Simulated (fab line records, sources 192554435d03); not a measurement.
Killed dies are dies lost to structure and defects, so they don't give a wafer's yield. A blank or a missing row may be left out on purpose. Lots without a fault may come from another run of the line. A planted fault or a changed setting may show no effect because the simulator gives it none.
Chamber matching | flow n5_finfet | N5_FIN_SAQP_DESCUM_21 on rie_diel-02: 4 sister chambers
The step chemistry O2, time 7.9 s. 4 wafers are shown with their chamber, then 12 later ones without.

WAFERS WITH THEIR CHAMBER
wafer  | chamber | drypump_motor_current_A (A)
L088.6 | 0       | 5.9
L089.2 | 2       | 6.0
L089.3 | 1       | 6.3
L089.6 | 3       | 5.6

WAFERS WITHOUT THEIR CHAMBER
wafer  | drypump_motor_current_A (A)
L090.4 | 5.6
L090.5 | 5.9
L090.6 | 5.6
L091.1 | 6.0
L091.4 | 6.2
L091.5 | 5.6
L092.1 | 5.9
L092.2 | 6.3
L092.4 | 6.0
L095.2 | 5.9
L095.3 | 6.3
L095.5 | 6.2

WHICH CHAMBER EACH WENT THROUGH
wafer  | from the rows above | in truth
L090.4 | 3                   | 3
L090.5 | 0                   | 0
L090.6 | 3                   | 3
L091.1 | 2                   | 2
L091.4 | 1                   | 1
L091.5 | 3                   | 3
L092.1 | 0                   | 0
L092.2 | 1                   | 1
L092.4 | 2                   | 2
L095.2 | 0                   | 0
L095.3 | 1                   | 1
L095.5 | 1                   | 1
Placed correctly: 12 of 12. Can't be placed from these rows: 0. Placed wrongly: 0.
How it was worked out, from the rows above alone: a wafer's distance from a chamber is the root of the sum, over the readings, of the square of ((its reading less the chamber's mean) divided by the reading's scatter). The wafer belongs to the nearest chamber; if the next one is less than 2 further off, it can't be placed. A chamber's mean is the mean of its shown wafers. The scatter: with one shown wafer a chamber, the root of the mean of the squares of how far each hidden wafer lies from its nearest shown one.
